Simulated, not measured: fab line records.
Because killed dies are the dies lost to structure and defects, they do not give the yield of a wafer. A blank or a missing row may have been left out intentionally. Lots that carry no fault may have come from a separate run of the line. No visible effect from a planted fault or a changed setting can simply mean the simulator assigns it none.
A struck lot beside a sound one	flow nand_harc	15 steps out of a route of 1302
Sound: wafers L462.3, L462.4, L462.6. Struck: wafer L463.6 (L463.1, L463.4, from the same lot, were not struck and are left out); the cause is given at the end.
At each step with rows: each side's tool, then ch and its chambers, then its first start. Under that, the readings that differ: sound wafers	struck wafers	difference of the means	sigmas: that difference in standard deviations of wafers without a fault.
alike: readings whose means differ by less than 2 such deviations, and words and numbers that are the same on both sides. not compared: withheld readings, readings that some wafer has no value for, bounds like >300 that may hide the same value, and numbers for which the record gives no deviation and whose values overlap.
A row with sigmas, a row that says differs or no value, or rows on one side alone: a step with any of these is where the two part. Non-overlapping numbers with no deviation appear without sigmas and do not part them. Lack of a reading on every wafer of one side parts them only where that side has two or more wafers.

NHARC_A_CONTACT_ETCH_138: etches the open film in C4F8/O2/Ar, time 311 s, target depth 1914 nm.
  sound on har_cap_etch-03 ch 0,1, day 26 17:52; struck on har_cap_etch-02 ch 0, day 27 10:04
  not compared: rf_hours_counter_h
NHARC_A_CONTACT_ETCH_139: etches the open film in C4F8/O2/Ar, time 195 s, target depth 840 nm.
  sound on har_cap_etch-03 ch 0,1, day 26 18:14; struck on har_cap_etch-02 ch 0, day 27 10:20
  not compared: rf_hours_counter_h
then, 1 step without rows for these wafers: NHARC_A_CONTACT_ETCH_92 (etches the open film in CH3F/O2, target depth 40 nm, time 85.7 s).
NHARC_A_CONTACT_ETCH_98: etches the open film in C4F6/O2, target depth 20 nm, time 10 s.
  sound: rie_diel-04 ch 0,2,3; struck: rie_diel-04 ch 2
reading	sound	struck	difference	sigmas
oes_product_au (a.u.)	0.952 0.971 0.945	1.008	+0.052	+3
  alike: c4f6_flow_sccm, drypump_motor_current_A, o2_flow_sccm, rf_vpp_V, showerhead_plenum_p_Torr, throttle_valve_pct
  not compared: rf_hours_counter_h
NHARC_A_CONTACT_CD_MEAS_15:
  sound: cd_sem-03 at day 26 18:59; struck: cd_sem-03 at day 27 11:05
  alike: cd_nm
then, 4 steps without rows for these wafers: NHARC_A_CONTACT_STRIP_107 (strips in N2/H2); NHARC_A_CONTACT_STRIP_108 (strips in CF4/CHF3); NHARC_A_CONTACT_STRIP_109 (strips in O2/COS); NHARC_A_CONTACT_ETCH_110 (etches the open film in CF4/O2, target depth 60 nm, overetch 6 nm, time 33 s).
NHARC_A_CONTACT_STRIP_26: strips in O2.
  sound: rie_diel-04 ch 0,1,3; struck: rie_diel-04 ch 0
reading	sound	struck	difference	sigmas
o2_flow_sccm (sccm)	499.2 498.9 498.6	502.1	+3.2	+2
  alike: drypump_motor_current_A, oes_product_au, rf_vpp_V, showerhead_plenum_p_Torr, throttle_valve_pct
  not compared: rf_hours_counter_h
then, 1 step without rows for these wafers: NHARC_A_CONTACT_STRIP_27 (strips in post etch residue remover, time 600 s).
NHARC_A_CONTACT_ALD_18: deposits TiN, target thk 3 nm, pulse time 1 s, ald cycles 150.
  sound on ald_metal-01 ch 1,2,3, day 26 19:56; struck on ald_metal-01 ch 1, day 27 12:03
  alike: heater_power_outer_w, heater_power_w, precursor_pulse_height_rel
NHARC_A_CONTACT_CVD_19: deposits W, target thk 300 nm, time 802 s.
  sound on cvd_w-01 ch 0,1, day 26 20:22; struck on cvd_w-01 ch 0, day 27 12:20
  alike: heater_power_outer_w, heater_power_w, throttle_valve_pct
NHARC_A_CONTACT_CMP_20: polishes, t overpolish 30 s, target thk 300 nm.
  sound on cmp-03 ch 0,1,3, day 26 21:00; struck on cmp-04 ch 0, day 27 13:14
reading	sound	struck	difference	sigmas
time_to_endpoint_s (s)	67 62 63	26	-38	-12
  alike: motor_current_A, overpolish_run_s
-- jump in the record: it breaks off in module A_CONTACT and resumes in module END (first step shown: number 1302 of the route), and 2 days separate the struck wafers' starts before and after --
NHARC_END_SORT_01:
  sound on prober-02 ch 0, day 28 23:56; struck on prober-02 ch 0, day 29 17:32
reading	sound	struck	difference	sigmas
killed_at_periphery	6 4 11	1	-6	-2
  alike: killed_at_array, killed_at_other, killed_dies, killed_open, killed_short

WHERE THEY PART
Earliest at NHARC_A_CONTACT_ETCH_98; latest, in this record, at NHARC_END_SORT_01.

WHY: the cause the simulator had injected
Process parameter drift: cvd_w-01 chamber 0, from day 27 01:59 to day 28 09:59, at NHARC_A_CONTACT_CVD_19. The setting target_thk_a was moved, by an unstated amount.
